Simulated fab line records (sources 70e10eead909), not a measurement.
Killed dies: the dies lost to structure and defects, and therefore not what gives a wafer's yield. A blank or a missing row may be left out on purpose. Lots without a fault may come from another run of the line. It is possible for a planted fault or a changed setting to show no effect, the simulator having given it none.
The tool behind it: which one?	flow nand-harc	Sampling: 24 lots, 72 wafers, 5 of 1302 route steps

WHAT THE GAUGES SHOWED, per wafer
NHARC_A_CONTACT_INSPECT_10.
lot	measured	on	raw-defect-count
L074	day 21 18:16	defect-inspect-02	62 75 76
L075	day 22 14:02	defect-inspect-01	110 130 86
L076	day 22 20:21	defect-inspect-01	95 89 93
L077	day 22 23:07	defect-inspect-02	75 68 84
L078	day 23 15:09	defect-inspect-02	107 113 104
L079	day 24 07:45	defect-inspect-02	177 178 142
L081	day 25 06:51	defect-inspect-01	17 28 27
L082	day 25 09:33	defect-inspect-02	159 164 169
L080	day 25 12:49	defect-inspect-01	71 86 70
L083	day 26 11:27	defect-inspect-02	107 132 127
L085	day 26 12:08	defect-inspect-01	70 80 61
L084	day 27 05:58	defect-inspect-02	39 37 43
L086	day 27 16:05	defect-inspect-01	27 18 21
L087	day 28 07:23	defect-inspect-01	49 44 71
L089	day 28 09:00	defect-inspect-01	112 111 121
L090	day 28 11:10	defect-inspect-02	88 100 103
L088	day 28 15:29	defect-inspect-01	64 68 63
L091	day 29 12:27	defect-inspect-01	66 55 51
L093	day 30 00:13	defect-inspect-01	87 84 56
L094	day 30 03:34	defect-inspect-01	137 106 100
L092	day 30 06:32	defect-inspect-01	55 70 68
L095	day 30 15:56	defect-inspect-01	34 34 43
L097	day 31 08:34	defect-inspect-01	147 121 125
L096	day 31 10:16	defect-inspect-01	25 15 13

WHAT TOOL EACH LOT RAN ON (gives the tool, then ch and the chambers of the sampled wafers, and finally the start)
lot	NHARC_A_CONTACT_ETCH_117	NHARC_A_CONTACT_ETCH_118	NHARC_A_CONTACT_ETCH_102	NHARC_A_CONTACT_STRIP_55
L074	har-cap-etch-03 ch 0,1, day 21 01:49	har-cap-etch-03 ch 0,1, day 21 01:59	rie-diel-05 ch 0,1,2, day 21 04:20	rie-diel-05 ch 0,1,2, day 21 18:16 or earlier
L075	har-cap-etch-02 ch 0,1, day 21 18:18	har-cap-etch-02 ch 0,1, day 21 18:29	rie-diel-05 ch 0,3, day 21 21:14	rie-diel-05 ch 2,3, day 22 14:02 or earlier
L076	har-cap-etch-03 ch 0,1, day 22 03:18	har-cap-etch-03 ch 0,1, day 22 03:28	rie-diel-06 ch 0,1,3, day 22 05:49	rie-diel-06 ch 0,2, day 22 20:21 or earlier
L077	har-cap-etch-02 ch 0,1, day 22 04:09	har-cap-etch-02 ch 0,1, day 22 04:23	rie-diel-05 ch 2,3, day 22 07:08	rie-diel-05 ch 1,2, day 22 23:07 or earlier
L078	har-cap-etch-03 ch 0,1, day 23 00:18	har-cap-etch-03 ch 0,1, day 23 00:29	rie-diel-12 ch 0,1,3, day 23 02:50	rie-diel-12 ch 0,2, day 23 15:09 or earlier
L079	har-cap-etch-03 ch 0,1, day 23 13:27	har-cap-etch-03 ch 0,1, day 23 13:37	rie-diel-06 ch 0,1,3, day 23 16:02	rie-diel-06 ch 0,3, day 24 07:45 or earlier
L081	har-cap-etch-01 ch 0,1, day 24 14:17	har-cap-etch-01 ch 0,1, day 24 14:28	rie-diel-05 ch 2,3, day 24 16:45	rie-diel-05 ch 0,1,3, day 25 06:51 or earlier
L082	har-cap-etch-02 ch 0,1, day 24 15:09	har-cap-etch-02 ch 0,1, day 24 15:20	rie-diel-05 ch 0,2, day 24 17:40	rie-diel-05 ch 1,3, day 25 09:33 or earlier
L080	har-cap-etch-03 ch 0,1, day 24 21:02	har-cap-etch-03 ch 0,1, day 24 21:12	rie-diel-06 ch 1,2, day 24 23:40	rie-diel-06 ch 0,1,3, day 25 12:49 or earlier
L083	har-cap-etch-01 ch 0,1, day 25 19:20	har-cap-etch-01 ch 0,1, day 25 19:30	rie-diel-06 ch 0,1,3, day 25 21:53	rie-diel-06 ch 1,2,3, day 26 11:27 or earlier
L085	har-cap-etch-02 ch 0,1, day 25 19:34	har-cap-etch-02 ch 0,1, day 25 19:44	rie-diel-05 ch 0,1,3, day 25 22:04	rie-diel-05 ch 1,2,3, day 26 12:08 or earlier
L084	har-cap-etch-02 ch 0, day 26 13:16	har-cap-etch-02 ch 0, day 26 13:26	rie-diel-05 ch 0,2,3, day 26 15:48	rie-diel-05 ch 1,3, day 27 05:58 or earlier
L086	har-cap-etch-03 ch 0,1, day 26 22:21	har-cap-etch-03 ch 0,1, day 26 22:31	rie-diel-05 ch 0,3, day 27 00:53	rie-diel-05 ch 0,1, day 27 16:05 or earlier
L087	har-cap-etch-01 ch 0,1, day 27 13:35	har-cap-etch-01 ch 0,1, day 27 13:46	rie-diel-05 ch 0,2, day 27 16:07	rie-diel-05 ch 0,1,3, day 28 07:23 or earlier
L089	har-cap-etch-03 ch 0,1, day 27 16:35	har-cap-etch-03 ch 0,1, day 27 16:45	rie-diel-06 ch 1,2, day 27 19:04	rie-diel-06 ch 0,1, day 28 09:00 or earlier
L090	har-cap-etch-02 ch 0,1, day 27 17:01	har-cap-etch-02 ch 0,1, day 27 17:11	rie-diel-05 ch 0,2,3, day 27 19:34	rie-diel-05 ch 1,2,3, day 28 11:10 or earlier
L088	har-cap-etch-03 ch 0,1, day 27 23:22	har-cap-etch-03 ch 0,1, day 27 23:32	rie-diel-05 ch 0,1,3, day 28 01:48	rie-diel-05 ch 0,2,3, day 28 15:29 or earlier
L091	har-cap-etch-01 ch 0,1, day 28 18:31	har-cap-etch-01 ch 0,1, day 28 18:41	rie-diel-05 ch 0,2, day 28 21:01	rie-diel-05 ch 0,2,3, day 29 12:27 or earlier
L093	har-cap-etch-03 ch 0,1, day 29 09:11	har-cap-etch-03 ch 0,1, day 29 09:21	rie-diel-12 ch 1,2,3, day 29 11:41	rie-diel-12 ch 0,1,2, day 30 00:13 or earlier
L094	har-cap-etch-01 ch 0,1, day 29 09:33	har-cap-etch-01 ch 0,1, day 29 09:44	rie-diel-06 ch 0,1,2, day 29 12:04	rie-diel-06 ch 1,2,3, day 30 03:34 or earlier
L092	har-cap-etch-02 ch 0,1, day 29 13:25	har-cap-etch-02 ch 0,1, day 29 13:35	rie-diel-05 ch 1,2,3, day 29 16:00	rie-diel-05 ch 1,2,3, day 30 06:32 or earlier
L095	har-cap-etch-03 ch 0,1, day 29 23:59	har-cap-etch-03 ch 0,1, day 30 00:10	rie-diel-12 ch 0,1,2, day 30 02:30	rie-diel-12 ch 0,1,2, day 30 15:56 or earlier
L097	har-cap-etch-03 ch 0,1, day 30 13:25	har-cap-etch-03 ch 0,1, day 30 13:35	rie-diel-05 ch 1,2,3, day 30 16:00	rie-diel-05 ch 0,1,2, day 31 08:34 or earlier
L096	har-cap-etch-01 ch 0,1, day 30 13:39	har-cap-etch-01 ch 0,1, day 30 13:49	rie-diel-05 ch 1,2, day 30 16:34	rie-diel-05 ch 1,2,3, day 31 10:16 or earlier
- NHARC_A_CONTACT_ETCH_117: etches the open film in C4F8/O2/Ar, time 190 s, target depth 1850 nm.
- NHARC_A_CONTACT_ETCH_118: etches the open film in C4F8/O2/Ar, time 190 s, target depth 1850 nm.
- NHARC_A_CONTACT_ETCH_102: etches the open film in CF4/O2, target depth 100 nm, overetch 10 nm, time 55 s.
- NHARC_A_CONTACT_STRIP_55: strips in O2.

WHAT THE TOOLS THEMSELVES READ (means of the sampled wafers that have a number; where no wafer has one, the mark that the record gives instead)
NHARC_A_CONTACT_ETCH_117.
lot	tool	chamber-pressure-mTorr (mTorr)
L074	har-cap-etch-03	19.984
L075	har-cap-etch-02	19.984
L076	har-cap-etch-03	20.000
L077	har-cap-etch-02	20.009
L078	har-cap-etch-03	19.997
L079	har-cap-etch-03	20.016
L081	har-cap-etch-01	19.991
L082	har-cap-etch-02	19.988
L080	har-cap-etch-03	19.985
L083	har-cap-etch-01	20.006
L085	har-cap-etch-02	20.004
L084	har-cap-etch-02	19.976
L086	har-cap-etch-03	19.987
L087	har-cap-etch-01	19.992
L089	har-cap-etch-03	19.993
L090	har-cap-etch-02	19.994
L088	har-cap-etch-03	20.003
L091	har-cap-etch-01	20.003
L093	har-cap-etch-03	19.992
L094	har-cap-etch-01	19.997
L092	har-cap-etch-02	19.989
L095	har-cap-etch-03	19.994
L097	har-cap-etch-03	19.972
L096	har-cap-etch-01	19.993

NHARC_A_CONTACT_ETCH_118.
lot	tool	chamber-pressure-mTorr (mTorr)
L074	har-cap-etch-03	19.998
L075	har-cap-etch-02	20.014
L076	har-cap-etch-03	20.001
L077	har-cap-etch-02	19.999
L078	har-cap-etch-03	19.991
L079	har-cap-etch-03	19.984
L081	har-cap-etch-01	20.000
L082	har-cap-etch-02	20.000
L080	har-cap-etch-03	20.005
L083	har-cap-etch-01	19.991
L085	har-cap-etch-02	20.003
L084	har-cap-etch-02	20.014
L086	har-cap-etch-03	19.998
L087	har-cap-etch-01	19.998
L089	har-cap-etch-03	20.002
L090	har-cap-etch-02	19.988
L088	har-cap-etch-03	19.995
L091	har-cap-etch-01	19.998
L093	har-cap-etch-03	20.000
L094	har-cap-etch-01	19.994
L092	har-cap-etch-02	20.009
L095	har-cap-etch-03	19.998
L097	har-cap-etch-03	19.989
L096	har-cap-etch-01	20.009

NHARC_A_CONTACT_ETCH_102.
lot	tool	cf4-flow-sccm (sccm)	chamber-pressure-mTorr (mTorr)	drypump-motor-current-A (A)	oes-product-au (a.u.)	rf-vpp-V (V)	showerhead-plenum-p-Torr (Torr)	throttle-valve-pct (%)
L074	rie-diel-05	80.06	29.990	5.9	0.999	199.7	1.42	13.397
L075	rie-diel-05	79.97	29.998	5.7	0.993	199.5	1.38	13.396
L076	rie-diel-06	79.95	29.982	5.7	0.993	197.3	1.30	13.399
L077	rie-diel-05	79.80	29.987	5.8	1.005	198.5	1.41	13.389
L078	rie-diel-12	79.98	29.994	5.8	0.997	199.7	1.41	13.400
L079	rie-diel-06	80.04	30.003	5.7	0.996	197.4	1.29	13.398
L081	rie-diel-05	79.97	29.993	5.8	0.995	199.1	1.41	13.390
L082	rie-diel-05	80.11	30.007	5.6	0.988	200.3	1.43	13.403
L080	rie-diel-06	79.87	30.004	5.5	1.005	198.0	1.35	13.406
L083	rie-diel-06	80.03	29.968	5.7	1.000	197.4	1.29	13.387
L085	rie-diel-05	80.08	30.022	6.0	1.006	199.0	1.39	13.406
L084	rie-diel-05	79.75	29.987	5.7	1.003	198.8	1.40	13.407
L086	rie-diel-05	80.11	30.007	5.7	1.006	198.1	1.37	13.404
L087	rie-diel-05	79.82	29.988	5.6	0.999	200.5	1.43	13.394
L089	rie-diel-06	80.12	30.008	5.5	1.001	197.8	1.35	13.397
L090	rie-diel-05	80.10	30.013	5.7	1.004	198.6	1.40	13.395
L088	rie-diel-05	79.82	30.003	6.0	1.004	199.3	1.39	13.409
L091	rie-diel-05	79.82	29.999	5.6	1.005	198.4	1.42	13.393
L093	rie-diel-12	79.88	30.016	5.9	1.003	198.2	1.35	13.384
L094	rie-diel-06	79.88	29.957	5.4	1.013	197.6	1.33	13.393
L092	rie-diel-05	79.62	30.006	6.1	1.009	198.7	1.40	13.388
L095	rie-diel-12	79.71	30.006	6.0	0.989	198.7	1.35	13.402
L097	rie-diel-05	80.28	29.992	6.1	0.995	198.8	1.39	13.401
L096	rie-diel-05	80.16	30.007	6.0	1.006	199.3	1.42	13.395

NHARC_A_CONTACT_STRIP_55.
lot	tool	chamber-pressure-mTorr (mTorr)	drypump-motor-current-A (A)	oes-product-au (a.u.)	rf-vpp-V (V)	showerhead-plenum-p-Torr (Torr)	throttle-valve-pct (%)
L074	rie-diel-05	59.96	6.0	1.000	58.3	3.75	17.043
L075	rie-diel-05	59.99	5.8	0.995	58.3	3.65	17.036
L076	rie-diel-06	60.00	5.2	1.004	58.8	3.62	17.032
L077	rie-diel-05	60.00	6.3	1.007	58.9	3.74	17.040
L078	rie-diel-12	60.00	6.0	1.003	58.0	3.63	17.037
L079	rie-diel-06	60.00	5.7	1.003	57.8	3.38	17.039
L081	rie-diel-05	60.02	5.9	0.988	58.4	3.67	17.028
L082	rie-diel-05	60.00	6.1	0.991	58.0	3.62	17.032
L080	rie-diel-06	60.02	5.7	1.000	57.9	3.42	17.039
L083	rie-diel-06	60.00	5.6	0.988	57.4	3.53	17.040
L085	rie-diel-05	60.00	6.1	1.005	58.0	3.69	17.029
L084	rie-diel-05	60.04	6.1	1.010	57.8	3.62	17.040
L086	rie-diel-05	59.99	5.9	0.998	58.6	3.71	17.046
L087	rie-diel-05	59.97	6.0	0.998	57.6	3.66	17.036
L089	rie-diel-06	59.99	5.6	1.009	56.8	3.40	17.040
L090	rie-diel-05	59.99	6.0	1.001	58.3	3.69	17.037
L088	rie-diel-05	59.95	5.7	1.012	58.4	3.69	17.049
L091	rie-diel-05	59.98	5.7	1.000	57.4	3.69	17.033
L093	rie-diel-12	60.00	6.0	1.001	57.7	3.56	17.035
L094	rie-diel-06	60.00	5.5	1.003	57.8	3.52	17.037
L092	rie-diel-05	60.00	6.1	1.004	58.1	3.68	17.033
L095	rie-diel-12	59.97	6.0	0.983	57.9	3.55	17.050
L097	rie-diel-05	59.99	5.9	1.003	57.9	3.73	17.034
L096	rie-diel-05	60.01	6.1	1.005	58.6	3.68	17.041

THE ANSWER, worked out from the rows above alone
Rule: usual is defined by the lots themselves. The widest of any qualifying gaps counts: lots, ordered by their means at a reading, are off when they make up no more than a third of the lots, leave a main group of 4 or more, and stand apart from it by 3 or more times the standard deviation of that group's means. A main group is skipped when, at the precision printed for the reading in the tables above, its means are all equal. Also off: a lot with no number at a reading for which 4 or more lots have one. Any other lot the step has rows for is counted as sound. After the gauges, taken in route order, come the tools' own readings; for these a lot's mean is taken, as printed above. The first step at which some lot is off is used, and at that step the reading that is off furthest; a lot without a number counts as furthest.
None of the lots is off at any reading shown; this tells nothing.

WHAT WAS PUT IN BY THE SIMULATOR
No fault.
